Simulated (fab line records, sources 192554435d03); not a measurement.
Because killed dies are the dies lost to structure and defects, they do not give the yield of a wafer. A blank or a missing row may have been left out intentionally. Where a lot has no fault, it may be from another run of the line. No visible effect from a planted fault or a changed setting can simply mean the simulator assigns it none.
fab line records ; flow n5_finfet
record lots=5; wafers=15; last_day=17
route steps=1938 shown BEOL_M0_SAQP@674 BEOL_M4@1111 PASSIVATION@1936
lots with no fault: from the same line, run without faults
start_h: hours from the record's opening day to when the first of the lot's shown wafers began ; wait_h: time in hours since the lot's previous step ; " as in the row above ; L1.1+2: a row that stands for several wafers ; - value missing, or start not given ; * or withheld: withheld ; < > ~ a bound
route shown NAME@n: NAME is a module with steps in the file, n the number in the route of the first one ; usual: average and standard deviation across the fault-free wafers ; same: alike in all rows ; chamber/n: place in a boat ; sites: readings site by site ; _std_site: the standard deviation of these ; _edge_site: mean of outer sites minus mean of inner sites ; radius_mm: for every site, how far away it sits from the centre of the wafer ; mask NAME#n: copy n ; behind: the last tool/chamber to shape the wafer ; hold: cause of the lot's hold/its duration in hours/its outcome ; device: whichever transistor did not switch (one of n, p or np) ; end of line: tests of these same wafers at the route's end ; for a step that has no rows: nothing shown but its recipe ; killed: dies lost to structure and defects at the first sort, not the wafer's yield ; map: a wafer's dies, marking killed ones x, the rest . and places with no die _
set.NAME: the setting as run; set.NAME@STEP: as run at that earlier step ; model.NAME: the simulator's own value behind a step, which no gauge read
lots seen at some steps along the route; tables by step, rows by wafer
services: when a tool's chamber went out of use (start_h, in hours from the record's first day, below 0 if earlier), for how many hours, and the reason
## steps
# step N5_BEOL_M0_SAQP_STRIP_108
# recipe chemistry=N2/H2; power_w=500; temp_c=40; pressure_mtorr=50; rf_frequency_hz=6e+07; overash_fraction=0.3; bias_power_w=28; h2_frac=0.5; n2_flow_sccm=300; h2_flow_sccm=300
# step N5_BEOL_M0_SAQP_RECESS_109
# recipe chemistry=HF/NH3; target=SiO2; target_depth_a=30; afs_cycles=1; temp_c=30; sublimation_temp_c=180; sublimation_time_s=60
# step N5_BEOL_M0_SAQP_SPACER2_ALD_26
# recipe material=SiO2; target_thk_a=150; temp_c=300; ald_precursor_family=BDEAS; ald_co_reactant=O2-plasma; pulse_time_s=1; purge_time_s=2; co_reactant_purge_time_s=2; pressure_torr=2
# step N5_BEOL_M0_SAQP_SPACER2_ETCHBACK_27
# recipe chemistry=CHF3/O2; mode=anisotropic_etchback; target=SiO2; target_depth_a=225; time_s=11.25; pressure_mtorr=30; source_w=650; bias_w=170; Ar_flow_sccm=200; CHF3_flow_sccm=50; O2_flow_sccm=5; ion_energy_ev=200
# step N5_BEOL_M0_SAQP_MANDREL2_REMOVE_110
# recipe chemistry=HBr/Cl2/O2; bt_time_s=10; target=a-Si; stop_on=SiCN; endpoint=OES-SiCl; over_etch_frac=1; icp_w=600; bias_w=30; HBr_flow_sccm=150; Cl2_flow_sccm=80; O2_flow_sccm=5; pressure_mtorr=10
# step N5_BEOL_M0_SAQP_COAT_69
# recipe resist=SOC; temp_c=250; time_s=60; spin_rpm=1500; resist_thk_nm=90
# step N5_BEOL_M0_SAQP_COAT_72
# recipe resist=SiARC; temp_c=220; time_s=60; spin_rpm=1500; resist_thk_nm=15
# step N5_BEOL_M0_SAQP_COAT_87
# recipe resist=underlayer; temp_c=205; time_s=60; spin_rpm=1500; resist_thk_nm=5
# step N5_BEOL_M0_SAQP_COAT_34
# recipe resist=CAR-EUV; spin_rpm=1500; resist_thk_nm=30
# step N5_BEOL_M0_SAQP_EBR_36
# recipe solvent=PGMEA; ebr_width_mm=1.5
# step N5_BEOL_M0_SAQP_SOFTBAKE_35
# recipe temp_c=110; time_s=60; resist=CAR-EUV
# step N5_BEOL_M0_SAQP_EXPOSE_37
# recipe mask_id=M0_CUT1; na=0.33; source_shape=annular; sigma_inner=0.35; sigma_outer=0.8; polarization=unpolarized; target_cd_nm=30; dose_mj=44.75
# usual exposure_dose_mJ_cm2=44.72/0.043; reticle_temp_C=23.00/0.11
lot.wafer;tool;chamber;start_h;wait_h;mask;exposure_dose_mJ_cm2;reticle_temp_C
L824.1;euv_scanner-01;0;124.52;-;M0_CUT1#0;44.72;22.98
L824.5;euv_scanner-01;0;124.52;-;M0_CUT1#0;44.72;22.85
L824.6;euv_scanner-01;0;124.52;-;M0_CUT1#0;44.70;23.07
L826.3;euv_scanner-01;0;144.76;-;M0_CUT1#0;43.31;23.01
L826.4;euv_scanner-01;0;144.76;-;M0_CUT1#0;43.41;23.07
L826.6;euv_scanner-01;0;144.76;-;M0_CUT1#0;43.40;23.01
L829.2;euv_scanner-01;0;160.45;-;M0_CUT1#0;43.87;23.03
L829.4;euv_scanner-01;0;160.45;-;M0_CUT1#0;43.94;22.99
L829.5;euv_scanner-01;0;160.45;-;M0_CUT1#0;43.93;23.08
L831.2;euv_scanner-01;0;167.57;-;M0_CUT1#0;44.04;23.06
L831.5;euv_scanner-01;0;167.57;-;M0_CUT1#0;44.03;22.86
L831.6;euv_scanner-01;0;167.57;-;M0_CUT1#0;44.02;22.96
L840.2;euv_scanner-02;0;223.27;-;M0_CUT1#0;44.72;22.87
L840.5;euv_scanner-02;0;223.27;-;M0_CUT1#0;44.73;22.81
L840.6;euv_scanner-02;0;223.27;-;M0_CUT1#0;44.74;23.04
# step N5_BEOL_M0_SAQP_PEB_38
# recipe peb_temp_c=100; peb_time_s=60; resist=CAR-EUV
# step N5_BEOL_M0_SAQP_DEVELOP_39
# recipe develop_time_s=30; developer=TMAH; resist=CAR-EUV; rinse_liquid=surfactant_rinse; dry=air_spin; dev_temp_c=23
# step N5_BEOL_M0_SAQP_DESCUM_45
# recipe chemistry=O2; time_s=7; source_power_w=50; bias_power_w=20; pressure_mtorr=20; rf_frequency_hz=2.712e+07; temp_c=40; resist=CAR-EUV; o2_flow_sccm=225
# usual bias_power_w=20.00/0.061; drypump_motor_current_A=5.6/0.33; o2_flow_sccm=225.1/0.66; oes_product_au=0.79/0.094; rf_vpp_V=243.6/1.4; showerhead_plenum_p_Torr=2.12/0.077; throttle_valve_pct=20.36/0.25
lot.wafer;tool;chamber;start_h;wait_h;bias_power_w;drypump_motor_current_A;o2_flow_sccm;oes_product_au;rf_hours_counter_h;rf_vpp_V;showerhead_plenum_p_Torr;throttle_valve_pct;model.BEOL_M0_SAQP.cd_nm
L824.1;rie_diel-01;0;124.78;0.0;20.00;5.9;224.0;0.86;48;243.9;2.13;20.04;29.8
L824.5;rie_diel-01;1;124.78;0.0;20.00;5.7;225.3;0.74;-;243.2;2.08;20.81;29.6
L824.6;rie_diel-01;2;124.78;0.0;20.06;5.3;226.4;0.90;-;242.6;2.05;19.88;29.8
L826.3;rie_diel-01;3;145.45;0.5;20.06;5.3;225.1;0.67;237;242.3;2.07;20.48;29.2
L826.4;rie_diel-01;2;145.45;0.5;19.96;5.4;225.2;0.88;31;244.3;2.04;19.91;29.4
L826.6;rie_diel-01;2;145.45;0.5;19.95;5.3;225.0;0.87;-;243.3;2.04;19.91;29.2
L829.2;rie_diel-02;0;160.70;0.0;20.02;5.8;224.4;0.71;212;243.8;2.15;20.50;29.6
L829.4;rie_diel-02;2;160.70;0.0;20.01;6.0;225.6;0.75;157;243.7;2.00;20.31;29.4
L829.5;rie_diel-02;3;160.70;0.0;20.07;5.9;226.1;0.71;-;244.4;2.16;20.51;29.4
L831.2;rie_diel-01;3;167.82;0.0;19.92;5.3;225.7;0.67;245;242.4;2.06;20.52;29.6
L831.5;rie_diel-01;2;167.82;0.0;19.99;5.3;225.7;0.87;-;243.8;2.04;19.90;29.6
L831.6;rie_diel-01;1;167.82;0.0;19.99;5.8;226.0;0.72;-;242.5;2.07;20.84;29.6
L840.2;rie_diel-04;2;223.52;0.0;19.94;5.5;224.9;0.75;176;244.7;2.17;20.42;29.8
L840.5;rie_diel-04;1;223.52;0.0;19.98;5.2;224.3;0.84;-;242.4;2.03;20.53;29.8
L840.6;rie_diel-04;0;223.52;0.0;19.98;5.0;224.8;0.71;-;243.9;2.16;20.47;30
# step N5_BEOL_M0_SAQP_ETCH_88
# recipe chemistry=N2/H2; target=underlayer; target_depth_a=65; time_s=5.2; ion_energy_ev=200; mask_material=CAR-EUV; pressure_mtorr=30; source_w=840; bias_w=150; n2_flow_sccm=200; h2_flow_sccm=200; ends=cleared
# step N5_BEOL_M0_SAQP_ETCH_73
# recipe chemistry=CF4; target=SiARC; target_depth_a=195; mask_material=CAR-EUV; time_s=32.5; ion_energy_ev=80; pressure_mtorr=40; source_w=545; bias_w=36; Ar_flow_sccm=100; cf4_flow_sccm=100; ends=cleared
# step N5_BEOL_M0_SAQP_CUT_ETCH_46
# recipe chemistry=N2/H2; target=SOC; target_depth_a=1350; overetch_a=270; temp_c=40; time_s=202.5; ion_energy_ev=200; mask_material=SiARC; pressure_mtorr=30; source_w=840; bias_w=150; n2_flow_sccm=200; h2_flow_sccm=200
# step N5_BEOL_M0_SAQP_STRIP_74
# recipe chemistry=N2/H2; temp_c=40; n2_flow_sccm=200; h2_flow_sccm=200; rf_frequency_hz=6e+07
# step N5_BEOL_M0_SAQP_STRIP_89
# recipe chemistry=N2/H2; temp_c=40; n2_flow_sccm=200; h2_flow_sccm=200; rf_frequency_hz=6e+07
# step N5_BEOL_M0_SAQP_ALD_48
# recipe material=SiO2; target_thk_a=200; temp_c=100; ald_precursor_family=BDEAS; ald_co_reactant=O2-plasma; pulse_time_s=1; co_reactant_pulse_time_s=1; purge_time_s=2; co_reactant_purge_time_s=2; ald_cycles=139; pressure_torr=2
# step N5_BEOL_M0_SAQP_ETCH_49
# recipe chemistry=CF4/O2; target_depth_a=370; target=SiO2; pressure_mtorr=40; source_w=535; bias_w=49; Ar_flow_sccm=100; cf4_flow_sccm=100; O2_flow_sccm=10; ion_energy_ev=100
# usual drypump_motor_current_A=5.5/0.35; oes_ar_750_au=0.79/0.085; oes_product_au=0.79/0.091; rf_vpp_V=239.9/2.1; showerhead_plenum_p_Torr=2.23/0.076; throttle_valve_pct=15.81/0.23
lot.wafer;tool;chamber;start_h;wait_h;drypump_motor_current_A;oes_ar_750_au;oes_product_au;rf_hours_counter_h;rf_vpp_V;showerhead_plenum_p_Torr;throttle_valve_pct;model.BEOL_M0_SAQP.cd_nm
L824.1;rie_diel-02;0;125.81;0.3;5.8;0.73;0.73;196;240.4;2.27;15.94;30
L824.5;rie_diel-02;2;125.81;0.3;6.0;0.76;0.76;-;240.6;2.12;15.75;29.6
L824.6;rie_diel-02;0;125.81;0.3;5.8;0.73;0.73;-;240.8;2.27;15.97;29.8
L826.3;rie_diel-02;0;146.26;0.3;5.8;0.73;0.72;206;239.2;2.27;15.95;29
L826.4;rie_diel-02;3;146.26;0.3;5.9;0.72;0.72;203;237.4;2.27;15.93;29.4
L826.6;rie_diel-02;1;146.26;0.3;5.8;0.98;1.00;-;240.6;2.35;15.55;29
L829.2;rie_diel-02;0;161.57;0.3;5.8;0.72;0.71;212;240.1;2.27;15.97;29.4
L829.4;rie_diel-02;3;161.57;0.3;5.9;0.72;0.71;209;238.1;2.27;15.92;29
L829.5;rie_diel-02;2;161.57;0.3;6.0;0.75;0.75;-;239.4;2.12;15.78;29.2
L831.2;rie_diel-01;0;168.69;0.3;5.9;0.83;0.84;64;236.7;2.24;15.48;29.6
L831.5;rie_diel-01;0;168.69;0.3;5.9;0.83;0.83;-;238.0;2.24;15.47;29.8
L831.6;rie_diel-01;3;168.69;0.3;5.3;0.68;0.67;-;242.8;2.17;15.96;29.8
L840.2;rie_diel-02;2;224.33;0.3;6.0;0.73;0.73;177;237.6;2.11;15.82;29.8
L840.5;rie_diel-02;3;224.33;0.3;5.9;0.70;0.70;-;238.2;2.26;16.00;30.2
L840.6;rie_diel-02;0;224.33;0.3;5.8;0.71;0.70;-;240.3;2.26;16.00;29.6
# step N5_BEOL_M0_SAQP_STRIP_75
# recipe chemistry=CF4; resist=SiARC; power_w=300; bias_power_w=75; pressure_mtorr=50; cf4_flow_sccm=150; rf_frequency_hz=6e+07
# step N5_BEOL_M4_RC_MEAS_101
# usual DIBL_N=35.9/1.3; DIBL_P=36.3/1.5; IOFF_N=0.153/0.023; IOFF_P=0.208/0.028; ION_N=672/9.7; ION_P=462/6.6; SS_N=71.5/0.53; SS_P=73.3/0.59; VT_N=250.4/2.7; VT_P=-250.5/3
lot.wafer;tool;chamber;start_h;wait_h;DIBL_N[mV/V];DIBL_P[mV/V];IOFF_N[nA/um];IOFF_P[nA/um];ION_N[uA/um];ION_P[uA/um];SS_N[mV/dec];SS_P[mV/dec];VT_N[mV];VT_P[mV]
L824.1;prober-02;0;193.95;0.0;33.0;34.8;0.126;0.177;661;457;71.0;72.7;252.8;-253.0
L824.5;prober-02;0;193.95;0.0;32.1;33.9;0.117;0.175;657;457;71.2;72.4;253.0;-250.2
L824.6;prober-02;0;193.95;0.0;34.4;37.3;0.152;0.218;677;461;72.0;73.5;248.1;-248.3
L826.3;prober-02;0;204.14;0.3;36.1;35.4;0.151;0.197;676;461;71.9;72.7;251.9;-251.2
L826.4;prober-02;0;204.14;0.3;35.4;34.3;0.138;0.179;673;456;71.6;72.0;252.6;-251.9
L826.6;prober-02;0;204.14;0.3;36.4;35.9;0.154;0.201;677;465;71.6;73.1;249.5;-251.9
L829.2;prober-01;0;225.30;0.2;38.7;39.2;0.197;0.247;676;467;71.8;74.2;247.3;-248.5
L829.4;prober-01;0;225.30;0.2;39.8;40.6;0.211;0.274;678;466;72.0;74.5;245.7;-245.5
L829.5;prober-01;0;225.30;0.2;38.5;39.1;0.194;0.235;683;463;72.7;74.1;246.5;-250.0
L831.2;prober-02;0;227.36;0.2;37.0;37.6;0.164;0.197;679;460;71.7;73.2;248.1;-253.1
L831.5;prober-02;0;227.36;0.2;35.6;35.5;0.135;0.172;681;460;71.1;73.4;252.5;-254.0
L831.6;prober-02;0;227.36;0.2;37.6;37.9;0.174;0.217;680;466;72.2;73.7;246.9;-248.8
L840.2;prober-02;0;305.00;0.2;33.9;33.1;0.117;0.160;660;458;70.7;73.6;254.5;-253.8
L840.5;prober-02;0;305.00;0.2;37.0;37.2;0.179;0.223;677;467;71.1;73.5;246.0;-249.7
L840.6;prober-02;0;305.00;0.2;36.4;36.3;0.162;0.204;674;457;71.5;73.4;249.2;-250.0
# step N5_PASSIVATION_PROBE_49
# usual defect_limited_yield=91.1/1.5; killed_at_M0_to_M3=35/9.5; killed_at_M4_up=13/5.2; killed_at_contacts=12/6.1; killed_at_front_end=41/14; killed_at_other=3.8/2.9; killed_dies=105/17; killed_open=70/13; killed_short=33/8.4; sort_bin_5_function=5.1/0.97; sort_bin_6_memory=3.4/0.69; sort_n_pass=1075/17; sort_yield_pct=91.1/1.5
# same gross_dies=1180; killed_at_back_side=0; sort_bin_4_leakage[%]=0; sort_bin_8_speed[%]=0
lot.wafer;tool;chamber;start_h;wait_h;defect_limited_yield[%];killed_at_M0_to_M3;killed_at_M4_up;killed_at_contacts;killed_at_front_end;killed_at_other;killed_dies;killed_open;killed_short;sort_bin_5_function[%];sort_bin_6_memory[%];sort_n_pass;sort_yield_pct[%]
L826.3;prober-01;-;316.14;0.1;90.0;55;15;12;31;5;118;73;32;5.3;4.5;1062;90.0
L826.4;prober-01;-;316.19;0.2;90.6;44;13;7;37;10;111;57;43;5.4;3.5;1069;90.6
L826.6;prober-01;-;316.29;0.3;89.2;61;20;12;31;3;127;89;31;6.4;4.2;1053;89.2
L829.2;prober-01;-;332.22;0.1;93.6;36;12;6;20;1;75;58;13;4.2;2.1;1105;93.6
L829.4;prober-01;-;332.32;0.2;91.9;40;8;11;31;5;95;56;34;5.0;2.9;1085;91.9
L829.5;prober-01;-;332.37;0.2;92.6;32;10;6;32;7;87;57;20;3.8;3.4;1093;92.6
# killed by level:class
L826.3 BEOL_M1:geometric_particle:open=14 BEOL_M0_SAQP:area_expose=11 MOL_CONTACT_COAG:geometric_particle:open=9 BEOL_M0_SAQP:geometric_particle:open=8 FIN_SAQP:geometric_particle:open=7 BEOL_M0_SAQP:geometric_particle:short=7 BEOL_M4:geometric_particle:open=6 BEOL_M0:geometric_particle:open=5
L826.4 FIN_SAQP:geometric_particle:open=13 FIN_SAQP:geometric_particle:short=11 BEOL_M0_SAQP:geometric_particle:short=10 BEOL_M0_SAQP:geometric_particle:open=8 BEOL_M0_SAQP:area_expose=8 MOL_CONTACT_COAG:geometric_particle:open=7 MIM_TOP:geometric_particle:short=7 BEOL_M0:geometric_particle:open=6
L826.6 BEOL_M0:geometric_particle:open=17 BEOL_M0_SAQP:geometric_particle:open=14 MOL_CONTACT_COAG:geometric_particle:open=12 BEOL_M4:geometric_particle:open=12 BEOL_M0_SAQP:geometric_particle:short=11 FIN_SAQP:geometric_particle:short=6 BEOL_M3:geometric_particle:open=6 FIN_SAQP:geometric_particle:open=5
L829.2 BEOL_M2:geometric_particle:open=12 DUMMY_GATE:geometric_particle:open=6 MOL_CONTACT_COAG:geometric_particle:open=5 BEOL_M0_SAQP:geometric_particle:open=5 BEOL_M1:geometric_particle:open=5 BEOL_M3:geometric_particle:open=5 BEOL_M0_SAQP:geometric_particle:short=4 BEOL_M5:geometric_particle:open=4
L829.4 STI_FIN_REVEAL:geometric_particle:open=13 BEOL_M0_SAQP:geometric_particle:open=9 BEOL_M1:geometric_particle:open=9 MOL_CONTACT_COAG:geometric_particle:open=8 BEOL_M0_SAQP:geometric_particle:short=8 STI_FIN_REVEAL:geometric_particle:short=4 BEOL_M1:geometric_particle:short=4 BEOL_M0_SAQP:area_expose=4
L829.5 DUMMY_GATE:geometric_particle:open=8 BEOL_M2:geometric_particle:open=8 BEOL_M0_SAQP:area_expose=8 MOL_CONTACT_COAG:geometric_particle:open=6 BEOL_M5:geometric_particle:open=6 STI_FIN_REVEAL:geometric_particle:open=4 PAD_METAL:geometric_particle:short=4 ILD0:geometric_particle:open=3
## services
tool;chamber;start_h;hours;kind
euv_scanner-02;-;114.09;41.1;repair
rie_diel-02;1;122.31;-;clean
rie_diel-02;1;122.31;-;consumable_replace:focus_ring
rie_diel-02;1;122.31;-;consumable_replace:showerhead
rie_diel-02;1;122.31;15.9;scheduled_down
rie_diel-02;1;122.31;15.9;vent_cycle
rie_diel-04;-;128.58;28.1;pm
euv_scanner-01;-;150.16;1.0;pm
euv_scanner-02;-;155.21;1.0;pm
euv_scanner-02;-;156.94;12.0;pm
rie_diel-04;3;170.75;-;clean
rie_diel-04;3;170.75;-;consumable_replace:focus_ring
rie_diel-04;3;170.75;-;consumable_replace:showerhead
rie_diel-04;3;170.75;15.6;scheduled_down
euv_scanner-01;-;175.94;1.0;repair
rie_diel-01;3;183.32;-;clean
rie_diel-01;3;183.32;-;consumable_replace:focus_ring
rie_diel-01;3;183.32;14.8;scheduled_down
rie_diel-01;3;183.32;14.8;vent_cycle
euv_scanner-01;-;192.27;1.0;pm
rie_diel-01;-;196.89;8.3;repair
euv_scanner-02;-;207.04;1.0;pm
euv_scanner-01;0;209.20;-;calibration
euv_scanner-01;-;219.46;17.3;pm
## key
first_sign step=N5_BEOL_M0_SAQP_EXPOSE_37; reading=exposure_dose_mJ_cm2; direction=down; sigmas=22; usual=44.72; struck=43.77
effect none on later readings
model_effect step=N5_BEOL_M0_SAQP_DESCUM_45; value=BEOL_M0_SAQP.cd_nm; without=29.93; struck=29.44
model_effect step=N5_BEOL_M0_SAQP_ETCH_49; value=BEOL_M0_SAQP.cd_nm; without=29.8; struck=29.36
met_at N5_BEOL_M0_SAQP_EXPOSE_37
struck_wafers L826.3,L826.4,L826.6,L829.2,L829.4,L829.5,L831.2,L831.5,L831.6
rows_end L831.2,L831.5,L831.6
loop_trim step=N5_BEOL_M0_SAQP_EXPOSE_37; setting=dose; lots=L829,L831
onset_between 124.52 144.76
fault kind=process_parameter_drift; tool=euv_scanner-01; chamber=-; onset_h=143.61; steps=N5_BEOL_M0_SAQP_EXPOSE_37; channel=dose_mj; offset=-1.3187; shape=step; acts_in=these_recipes_only; stated=44.75
# rows_end: these wafers met a further fault down the route, and their rows from its step on are left out
# loop_trim: a control loop set the setting to another value than it would have without faults
